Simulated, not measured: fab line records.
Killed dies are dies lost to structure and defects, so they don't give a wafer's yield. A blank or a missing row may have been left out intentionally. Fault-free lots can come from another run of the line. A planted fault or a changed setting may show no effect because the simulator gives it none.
A struck lot beside a sound one || flow nandHarc || 15 out of 1159 route steps
Sound: wafers L294.2, L294.3, L294.5. Wafers struck: L302.2, L302.3, L302.4. The cause is given at the end.
Per side, at each step with rows, come the tool, then ch with its chambers, and then its first start. Under that, the readings that differ: sound wafers || struck wafers || difference of the means || sigmas: that difference in standard deviations of wafers without a fault.
alike: words and numbers the same on both sides, and readings whose means are apart by under 2 such deviations; not compared: readings that were withheld, readings missing a value for some wafer, numbers with overlapping values and no deviation given by the record, and bounds like >300 which may hide the same value.
The two part at a step that has a row with sigmas, a row that says differs or no value, or rows on one side only. Non-overlapping numbers with no deviation appear without sigmas and do not part them. A reading that every wafer of one side lacks parts them only if that side has two wafers or more.

NHARC_A_CHANNEL_HOLE_D1_STRIP_27: strips in O2.
  sound on rieDiel-10 ch 1,2,3; struck on rieDiel-10 ch 1,2,3
  alike: drypumpMotorCurrentA, oesProductAu, rfVppV, showerheadPlenumPTorr, throttleValvePct
  not compared: rfHoursCounterH
then, 2 steps without rows for these wafers: NHARC_A_CHANNEL_HOLE_D1_PRECLEAN_28 (cleans in SC1); NHARC_A_CHANNEL_HOLE_D1_SRD_29.
NHARC_A_CHANNEL_HOLE_D1_CD_MEAS_30:
  sound on cdSem-03 at day 11 06:30; struck on cdSem-02 at day 13 12:32
  alike: cdNm
NHARC_A_CHANNEL_HOLE_D1_XSEM_31:
  sound on xsem-01 ch 0, day 11 06:35; struck on xsem-01 ch 0, day 13 12:38
{"reading": "tiltDeg (degrees)", "sound": "0.15 0.15 0.15", "struck": "0.04 0.04 0.04", "difference": -0.11, "sigmas": -2}
  alike: botCdNm, bowNm
NHARC_A_CHANNEL_HOLE_D1_INSPECT_40:
  sound on defectInspect-02 at day 11 06:41; struck on defectInspect-01 at day 13 12:44
  alike: rawDefectCount
then, 2 steps without rows for these wafers: NHARC_A_CHANNEL_FILL_D1_PRECLEAN_00 (cleans in SC1); NHARC_A_CHANNEL_FILL_D1_SRD_01.
NHARC_A_CHANNEL_FILL_D1_ALD_02: deposits SiO2, target thk 6 nm, pulse time 10 s, ald cycles 60.
  sound on aldHk-02 ch 0,2,3, day 11 07:01; struck on aldHk-02 ch 0,1,3, day 13 12:55
  alike: aldCycles, heaterPowerW, precursorPulseHeightRel
then, 1 step without rows for these wafers: NHARC_A_CHANNEL_FILL_D1_ALD_03 (deposits SiNx, target thk 6 nm, pulse time 60 s, ald cycles 58).
NHARC_A_CHANNEL_FILL_D1_ALD_14: deposits SiO2, target thk 2.5 nm, pulse time 10 s, ald cycles 25.
  sound on aldHk-01 ch 0,2,3, day 11 13:59; struck on aldHk-04 ch 0,1,2, day 13 19:56
  alike: aldCycles, heaterPowerW, precursorPulseHeightRel
NHARC_A_CHANNEL_FILL_D1_ALD_15: deposits SiNx, target thk 2 nm, pulse time 60 s, ald cycles 19.
  sound on aldSinBatch-01 ch 0; struck on aldSinBatch-01 ch 0
  alike: aldCycles, chamberPressureTorr, precursorPulseHeightRel
NHARC_A_CHANNEL_FILL_D1_ALD_16: deposits SiO2, target thk 1.5 nm, pulse time 10 s, ald cycles 15.
  sound on aldHk-01 ch 0,1,2, day 11 19:11; struck on aldHk-01 ch 0,2,3, day 14 01:07
{"reading": "aldCycles", "sound": "15 15 15", "struck": "16 16 16", "difference": "+1", "sigmas": ""}
  alike: heaterPowerW, precursorPulseHeightRel
then, 1 step without rows for these wafers: NHARC_A_CHANNEL_FILL_D1_ANNEAL_17 (time 1800 s).
-- break in the record here, with 11 days between the starts of the struck wafers on either side (left off in module A_CHANNEL_FILL_D1, picked up again in module END, where the first step shown is number 1159 on the route) --
NHARC_END_SORT_01:
  sound on prober-01 ch 0, day 22 05:30; struck on prober-02 ch 0, day 24 13:43
  alike: killedAtArray, killedAtOther, killedAtPeriphery, killedDies, killedOpen, killedShort

WHERE THEY PART
NHARC_A_CHANNEL_HOLE_D1_XSEM_31 only, going by this record. Later steps at which nothing parts them and some readings are alike: NHARC_A_CHANNEL_HOLE_D1_INSPECT_40, NHARC_A_CHANNEL_FILL_D1_ALD_02, NHARC_A_CHANNEL_FILL_D1_ALD_14, NHARC_A_CHANNEL_FILL_D1_ALD_15, NHARC_A_CHANNEL_FILL_D1_ALD_16, NHARC_END_SORT_01.

WHY: the cause the simulator had injected
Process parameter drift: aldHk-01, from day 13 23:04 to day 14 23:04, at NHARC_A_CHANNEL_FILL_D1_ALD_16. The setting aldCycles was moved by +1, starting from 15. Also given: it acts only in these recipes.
